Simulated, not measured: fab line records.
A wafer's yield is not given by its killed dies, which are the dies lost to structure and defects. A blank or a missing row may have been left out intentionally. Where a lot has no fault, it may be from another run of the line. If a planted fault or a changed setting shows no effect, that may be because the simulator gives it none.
Problem report in the 8D (eight disciplines) form, filled by code + flow nand_harc + the parts of the form that need people (team, actions taken, sign-off) are left out

1. WHAT WENT WRONG
run_length_s at NHARC_A_DECK1_JOINT_ETCHBACK_00 reads a mean of 34.5 s on 6 wafers of 2 lots; wafers without a fault read 38.7 s with a standard deviation of 0.4. That is -10 standard deviations from the usual mean.
The step: etches the open film in HBr, target depth 30 nm, time 17.4 s.
First observed at day 18 17:29: wafer L210.2, on rie_si-02. The record has a number at this step for 39 wafers belonging to 13 lots. By rule, "out" or "out of limits" means more than 4 standard deviations away from the usual mean. The other wafers with a number count as sound.

2. WHAT IT IS, WHAT IT ISN'T
| question                    | is                     | is not                                                                    |
|-----------------------------|------------------------|---------------------------------------------------------------------------|
| which readings at this step | run_length_s           | -                                                                         |
| which lots                  | L210, L211             | L196, L197, L198, L199, L201, L202, L204, L206, L209, L214, L215          |
| which wafers of those lots  | all that have a number | -                                                                         |
| read on which tools         | rie_si-02              | rie_si-01, rie_si-06                                                      |
| when                        | from day 18 17:29      | up to then (27 sound wafers); but 6 sound wafers of L214, L215 came after |

3. THE SUSPECTS, EACH WITH WHAT RULES IT OUT
Counting: any tool at a process step up to the reading is kept as a suspect provided that every lot that is out went through it and no sound lot did after the first of them.
- rie_si-02 at NHARC_A_DECK1_JOINT_ETCHBACK_00 (etches the open film in HBr, target depth 30 nm, time 17.4 s): kept. It ran every lot that is out, first L210 (day 18 17:29), and no sound lot after that; its last sound lot up to then is L204 (day 16 00:30). Its own readings are out on those wafers: run_length_s.
The count leaves rie_si-02 at NHARC_A_DECK1_JOINT_ETCHBACK_00.

4. THE CAUSE (what the simulator had put in)
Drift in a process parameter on rie_si-02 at NHARC_A_DECK1_JOINT_ETCHBACK_00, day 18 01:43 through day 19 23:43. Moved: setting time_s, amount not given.
Counting left only this tool.

5. THE EFFECT CHAIN, in route order
Rows list readings where the struck wafers' mean (over those with a number) sits beyond 3 standard deviations from the usual. Scope: only readings with a usual standard deviation given in the record; hours: median across lots of the time from each lot's start at the first step in this table that gives one to its start at this step; sigmas: change in usual standard deviations.
| hours | step                            | reading      | usual  | on struck wafers | change | sigmas |
|-------|---------------------------------|--------------|--------|------------------|--------|--------|
| 0     | NHARC_A_DECK1_JOINT_ETCHBACK_00 | run_length_s | 38.7 s | 34.5             | -4.2   | -10    |
Process steps it contains:
- NHARC_A_DECK1_JOINT_ETCHBACK_00: etches the open film in HBr, target depth 30 nm, time 17.4 s.
Later measuring or inspecting steps at which every struck wafer that the step has a row for has a number for every such reading, and none has moved that far: NHARC_A_DECK1_JOINT_THK_MEAS_17, NHARC_END_SORT_01.

6. HOW IT WOULD HAVE BEEN CAUGHT EARLIER
16 hours passed between the start of the fault at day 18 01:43 and the first reading out of limits in this record, taken at day 18 17:29.
